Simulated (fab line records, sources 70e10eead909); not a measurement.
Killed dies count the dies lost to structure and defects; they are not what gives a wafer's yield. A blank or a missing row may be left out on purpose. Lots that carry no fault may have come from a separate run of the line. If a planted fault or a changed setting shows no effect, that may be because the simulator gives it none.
Tool commonality check | flow nandHarc | Sampled: 12 lots, 35 wafers

## THE REASON FOR OPENING IT
Flagged at NHARC_A_ONON_D1_THK_MEAS_18: reading thkNm, on 2 of 12 lots. No-fault wafers: 1001 nm, standard deviation 11.
Rule: a lot gets a flag if all its wafers with a number sit over 4 standard deviations from that mean, or if no wafer of it has a number. All remaining lots are regarded as sound.

lot  | measured     | on           | thkNm (nm), wafer by wafer | flag
L745 | day 8 04:42  | filmMetro-01 | 1008 1008 1006             | 
L747 | day 8 22:38  | filmMetro-02 | 985 984 984                | 
L748 | day 9 11:58  | filmMetro-02 | 1021 1023 1023             | 
L749 | day 9 20:34  | filmMetro-02 | 1568 1568 1568             | FLAGGED
L750 | day 10 06:13 | filmMetro-02 | 1584 1586                  | FLAGGED
L756 | day 13 05:22 | filmMetro-01 | 998 996 998                | 
L760 | day 14 04:12 | filmMetro-01 | 1011 1013 1013             | 
L758 | day 14 04:13 | filmMetro-01 | 998 998 997                | 
L761 | day 15 03:42 | filmMetro-01 | 1005 1007 1006             | 
L762 | day 15 08:42 | filmMetro-02 | 999 1003 1001              | 
L764 | day 16 03:46 | filmMetro-01 | 1017 1019 1020             | 
L768 | day 17 15:53 | filmMetro-02 | 1001 998 998               | 
The numbers of the flagged lots are 1575 nm on average: +574 nm against the usual, or +52 standard deviations.

## WHICH TOOL RAN EACH LOT
Before the reading, the record contains 3 process steps out of a 1302-step route. Cell contents, in order: the tool; ch with the chambers the sampled wafers went through; the start.
lot  | flag    | NHARC_A_ZERO_WELL_DESCUM_12       | NHARC_A_ZERO_WELL_RTA_16        | NHARC_A_ONON_D1_DEP_16
L745 |         | rieDiel-02 ch 0,2, day 6 17:53    | rtpAnneal-02 ch 0, day 6 18:59  | pecvdOnon-03 ch 0, day 8 04:11
L747 |         | rieDiel-03 ch 1,2, day 7 11:43    | rtpAnneal-01 ch 0, day 7 12:53  | pecvdOnon-03 ch 0, day 8 22:14
L748 |         | rieDiel-03 ch 0,1,2, day 7 23:55  | rtpAnneal-02 ch 0, day 8 01:02  | pecvdOnon-01 ch 0, day 9 11:27
L749 | FLAGGED | rieDiel-03 ch 0,1,3, day 8 11:25  | rtpAnneal-02 ch 0, day 8 12:36  | pecvdOnon-03 ch 0, day 9 20:14
L750 | FLAGGED | rieDiel-02 ch 1,3, day 8 18:58    | rtpAnneal-02 ch 0, day 8 20:08  | pecvdOnon-03 ch 0, day 10 05:49
L756 |         | rieDiel-13 ch 0,1,3, day 11 20:47 | rtpAnneal-01 ch 0, day 11 21:53 | pecvdOnon-01 ch 0, day 13 04:52
L760 |         | rieDiel-13 ch 0,2,3, day 12 19:35 | rtpAnneal-02 ch 0, day 12 20:42 | pecvdOnon-02 ch 0, day 14 03:45
L758 |         | rieDiel-13 ch 0,2,3, day 12 20:14 | rtpAnneal-02 ch 0, day 12 21:19 | pecvdOnon-01 ch 0, day 14 03:42
L761 |         | rieDiel-03 ch 0,2,3, day 13 15:30 | rtpAnneal-02 ch 0, day 13 16:35 | pecvdOnon-02 ch 0, day 15 03:10
L762 |         | rieDiel-13 ch 1,2,3, day 14 00:22 | rtpAnneal-01 ch 0, day 14 01:30 | pecvdOnon-01 ch 0, day 15 08:15
L764 |         | rieDiel-13 ch 2,3, day 14 19:11   | rtpAnneal-02 ch 0, day 14 20:18 | pecvdOnon-01 ch 0, day 16 03:16
L768 |         | rieDiel-13 ch 1,2,3, day 16 07:37 | rtpAnneal-02 ch 0, day 16 08:49 | pecvdOnon-02 ch 0, day 17 15:31
What the steps here do:
- NHARC_A_ZERO_WELL_DESCUM_12: chemistry O2, time 3 s.
- NHARC_A_ZERO_WELL_RTA_16: time 10 s.
- NHARC_A_ONON_D1_DEP_16: target thk 1000 nm.
- NHARC_A_ONON_D1_THK_MEAS_18: measures by ellipsometry.

## FLAGGED OVER TOTAL, TOOL BY TOOL (the gauges that took the reading come last)
step                        | tool         | lots run | flagged | share of the flagged lots | sound lots run after its first flagged lot
NHARC_A_ZERO_WELL_DESCUM_12 | rieDiel-02   | 2        | 1       | some                      | 0
NHARC_A_ZERO_WELL_DESCUM_12 | rieDiel-03   | 4        | 1       | some                      | 1 (L761)
NHARC_A_ZERO_WELL_DESCUM_12 | rieDiel-13   | 6        | 0       | none                      | -
NHARC_A_ZERO_WELL_RTA_16    | rtpAnneal-01 | 3        | 0       | none                      | -
NHARC_A_ZERO_WELL_RTA_16    | rtpAnneal-02 | 9        | 2       | all                       | 5 (L760,L758,L761,L764,L768)
NHARC_A_ONON_D1_DEP_16      | pecvdOnon-01 | 5        | 0       | none                      | -
NHARC_A_ONON_D1_DEP_16      | pecvdOnon-02 | 3        | 0       | none                      | -
NHARC_A_ONON_D1_DEP_16      | pecvdOnon-03 | 4        | 2       | all                       | 0
NHARC_A_ONON_D1_THK_MEAS_18 | filmMetro-01 | 6        | 0       | none                      | -
NHARC_A_ONON_D1_THK_MEAS_18 | filmMetro-02 | 6        | 2       | all                       | 2 (L762,L768)

## THE TABLE: WHAT IT ALLOWS
In the table, 3 rows ran each flagged lot (rtpAnneal-02 at NHARC_A_ZERO_WELL_RTA_16; pecvdOnon-03 at NHARC_A_ONON_D1_DEP_16; filmMetro-02 at NHARC_A_ONON_D1_THK_MEAS_18).
- rtpAnneal-02 at NHARC_A_ZERO_WELL_RTA_16 ran 9 lots, 2 of them flagged. Lots that were sound ran on it after the first flagged one (L760, L758, L761, L764, L768); a persistent fault on the entire tool would not allow that.
- pecvdOnon-03 at NHARC_A_ONON_D1_DEP_16 ran 4 lots, 2 of them flagged. Last sound lot L747 at day 8 22:14, first flagged lot L749 at day 9 20:14; a fault beginning in between fits.
- filmMetro-02 at NHARC_A_ONON_D1_THK_MEAS_18 ran 6 lots, 2 of them flagged. Lots that were sound ran on it after the first flagged one (L762, L768); a persistent fault on the entire tool would not allow that.
Just one tool remains: pecvdOnon-03 at NHARC_A_ONON_D1_DEP_16.

## WHAT WAS PUT IN BY THE SIMULATOR
Process parameters drifting: pecvdOnon-03 at NHARC_A_ONON_D1_DEP_16, beginning at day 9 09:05. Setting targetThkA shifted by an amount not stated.
Struck lots among those shown: L749, L750. The rule given above showed the same thing.
